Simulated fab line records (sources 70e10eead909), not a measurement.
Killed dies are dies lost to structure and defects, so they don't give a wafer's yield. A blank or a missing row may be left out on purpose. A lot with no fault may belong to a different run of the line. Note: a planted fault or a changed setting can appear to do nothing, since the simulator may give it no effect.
Matching of chambers + flow nand harc + rie diel-06 running NHARC_P_BONDPAD_STRIP_15: 4 sister chambers
The step strips in O2. 20 wafers are shown with their chamber, then 10 later ones without.

== WAFERS WITH THEIR CHAMBER ==
| wafer  | chamber | drypump motor current A (A) | oes product au (a.u.) | throttle valve pct (%) |
|--------|---------|-----------------------------|-----------------------|------------------------|
| L074.1 | 0       | 6.4                         | 0.998                 | 17.044                 |
| L074.2 | 3       | 6.0                         | 0.987                 | 17.051                 |
| L074.5 | 0       | 6.5                         | 0.998                 | 17.036                 |
| L079.3 | 0       | 6.5                         | 1.006                 | 17.043                 |
| L079.4 | 1       | 6.2                         | 0.997                 | 17.028                 |
| L079.5 | 0       | 6.5                         | 1.011                 | 17.026                 |
| L080.3 | 3       | 6.0                         | 0.997                 | 17.054                 |
| L080.5 | 1       | 6.2                         | 0.999                 | 17.038                 |
| L080.6 | 0       | 6.5                         | 0.989                 | 17.030                 |
| L083.1 | 0       | 6.5                         | 0.993                 | 17.033                 |
| L083.5 | 0       | 6.5                         | 0.989                 | 17.036                 |
| L083.6 | 1       | 6.2                         | 1.002                 | 17.026                 |
| L084.1 | 3       | 6.0                         | 0.969                 | 17.035                 |
| L084.3 | 1       | 6.2                         | 1.004                 | 17.038                 |
| L084.6 | 2       | 6.7                         | 1.006                 | 17.016                 |
| L085.1 | 2       | 6.6                         | 1.017                 | 17.037                 |
| L085.3 | 0       | 6.5                         | 1.013                 | 17.045                 |
| L085.5 | 0       | 6.5                         | 1.021                 | 17.017                 |
| L086.1 | 2       | 6.7                         | 1.015                 | 17.034                 |
| L086.4 | 1       | 6.2                         | 1.013                 | 17.029                 |

SIGNATURES (averages over the wafers above)
| reading                 | chamber 0 | chamber 1 | chamber 2 | chamber 3 | scatter within a chamber |
|-------------------------|-----------|-----------|-----------|-----------|--------------------------|
| drypump motor current A | 6.489     | 6.200     | 6.667     | 6.000     | 0.0312                   |
| oes product au          | 1.00200   | 1.00300   | 1.01267   | 0.98433   | 0.0102                   |
| throttle valve pct      | 17.03444  | 17.03180  | 17.02900  | 17.04667  | 0.00894                  |
Rule: a wafer lies at a distance from a chamber equal to the root of the sum of squares, over the readings, of (its reading less the chamber's mean, divided by the reading's scatter). The wafer belongs to the nearest chamber; if the next one is less than 2 further off, it can't be placed. The scatter is the square root of a quotient: the sum, over the shown wafers, of each reading's squared deviation from its chamber's mean, divided by wafers minus chambers.

== WAFERS WITHOUT THEIR CHAMBER ==
| wafer  | drypump motor current A (A) | oes product au (a.u.) | throttle valve pct (%) |
|--------|-----------------------------|-----------------------|------------------------|
| L086.5 | 6.2                         | 1.020                 | 17.048                 |
| L088.1 | 5.9                         | 0.999                 | 17.019                 |
| L088.4 | 6.2                         | 1.015                 | 17.030                 |
| L088.5 | 6.7                         | 1.017                 | 17.043                 |
| L091.1 | 6.0                         | 0.998                 | 17.033                 |
| L091.5 | 6.2                         | 1.019                 | 17.024                 |
| L091.6 | 6.5                         | 1.002                 | 17.055                 |
| L095.1 | 6.0                         | 0.999                 | 17.025                 |
| L095.3 | 6.4                         | 1.012                 | 17.047                 |
| L095.4 | 6.2                         | 0.988                 | 17.045                 |

== THE CHAMBER EACH PASSED THROUGH ==
| wafer  | from the rows above | in truth |
|--------|---------------------|----------|
| L086.5 | 1                   | 1        |
| L088.1 | 3                   | 3        |
| L088.4 | 1                   | 1        |
| L088.5 | 2                   | 2        |
| L091.1 | 3                   | 3        |
| L091.5 | 1                   | 1        |
| L091.6 | 0                   | 0        |
| L095.1 | 3                   | 3        |
| L095.3 | 0                   | 0        |
| L095.4 | 1                   | 1        |
Correctly placed: 10 of 10. Not placeable from these rows: 0. Number placed wrongly: 0.
